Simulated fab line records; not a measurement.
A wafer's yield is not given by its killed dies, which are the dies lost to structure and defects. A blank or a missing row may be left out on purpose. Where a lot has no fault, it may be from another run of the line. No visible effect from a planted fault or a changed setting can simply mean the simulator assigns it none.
Code-filled problem report in 8D (eight disciplines) form ; flow n5Finfet ; the parts of the form that need people (team, actions taken, sign-off) are left out
Where a reading is given only as a bound, like >300, the bound stands for it, and a mean or a difference that rests on one is marked > or <: the true number lies beyond.

## 1. THE PROBLEM
rawDefectCount at N5_MIM_BOT_LITHO_INSPECT_12 reads a mean of >300 on 6 wafers of 2 lots; wafers without a fault read 2.0 with a standard deviation of 1.3. So: +99 or more standard deviations from the usual mean.
The step: inspects for defects (macro).
First seen on wafer L940.1, day 15 05:40, on defectInspect-02. Wafers with a number at this step in the record: 27, from 9 lots. The rule behind "out" and "out of limits": a value lying over 4 standard deviations away from the usual mean. All remaining wafers that have a number are taken as sound.

## 2. WHAT IT IS; WHAT IT IS NOT
question;is;is not
which readings at this step;rawDefectCount;-
which lots;L940, L942;L927, L933, L934, L935, L941, L943, L947
which wafers of those lots;all that have a number;-
read on which gauges;defectInspect-02;defectInspect-01
when;from day 15 05:40;"up to then (15 sound wafers); but 6 sound wafers of L943, L947 came after"

## 3. WHAT RULES OUT EACH SUSPECT
Counting: any tool at a process step up to the reading is kept as a suspect provided that every lot that is out went through it and no sound lot did after the first of them.
- ruled out: the gauge at N5_MIM_BOT_LITHO_INSPECT_12. All the wafers that are out were read on defectInspect-02, but those of them that N5_PASSIVATION_PROBE_49 has rows for are out there too, on other tools.
- rieMetal-01 at N5_MIM_TOP_ETCH_ETCH_00 (etches TiN in Cl2/BCl3, target depth 38.5 nm): kept. It ran every lot that is out, first L940 (day 15 04:56), and no sound lot after that; its last sound lot up to then is L935 (day 13 16:46).
Left after counting: rieMetal-01 at N5_MIM_TOP_ETCH_ETCH_00.

## 4. THE CAUSE (what the simulator had put in)
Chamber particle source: rieMetal-01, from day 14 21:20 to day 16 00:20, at N5_MIM_TOP_ETCH_ETCH_00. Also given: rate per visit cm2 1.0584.
Only this tool survived the counting.

## 5. SEQUENCE OF EFFECTS, ordered by route
Rows list readings where the struck wafers' mean (over those with a number) sits beyond 3 standard deviations from the usual. Scope: only readings with a usual standard deviation given in the record; hours: median across lots of the time from each lot's start at the first step in this table that gives one to its start at this step; sigmas: change in usual standard deviations.
hours;step;reading;usual;on struck wafers;change;sigmas
0;N5_MIM_BOT_LITHO_INSPECT_12;rawDefectCount;2.0;>300;>+298;+99 or more
9;N5_PASSIVATION_PROBE_49;defectLimitedYield;91.6 %;82.4;-9.2;-6.5
9;N5_PASSIVATION_PROBE_49;killedAtOther;3.2;134.7;+131.5;+45
9;N5_PASSIVATION_PROBE_49;killedDies;99;207;+108;+6.8
9;N5_PASSIVATION_PROBE_49;sort_bin_5_function;5.0 %;11.3;+6.3;+7.0
9;N5_PASSIVATION_PROBE_49;sortNPass;1081;972;-108;-6.8
9;N5_PASSIVATION_PROBE_49;sortYieldPct;91.6 %;82.4;-9.2;-6.5
The process steps in it:
- N5_PASSIVATION_PROBE_49

## 6. WHAT WOULD HAVE CAUGHT IT SOONER
In this record the first reading out of limits at a measuring or inspecting step was taken at day 15 05:40, 8 hours after the fault began at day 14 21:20.
Of the tool readings at N5_MIM_TOP_ETCH_ETCH_00 for which the record gives a usual standard deviation, none was out on any struck wafer, so an alarm limit of 4 standard deviations on them would not have fired.
L942, from the lots that are out (2), started N5_MIM_TOP_ETCH_ETCH_00 on rieMetal-01 later than day 15 05:40. A hold on the tool at that time would have spared it.
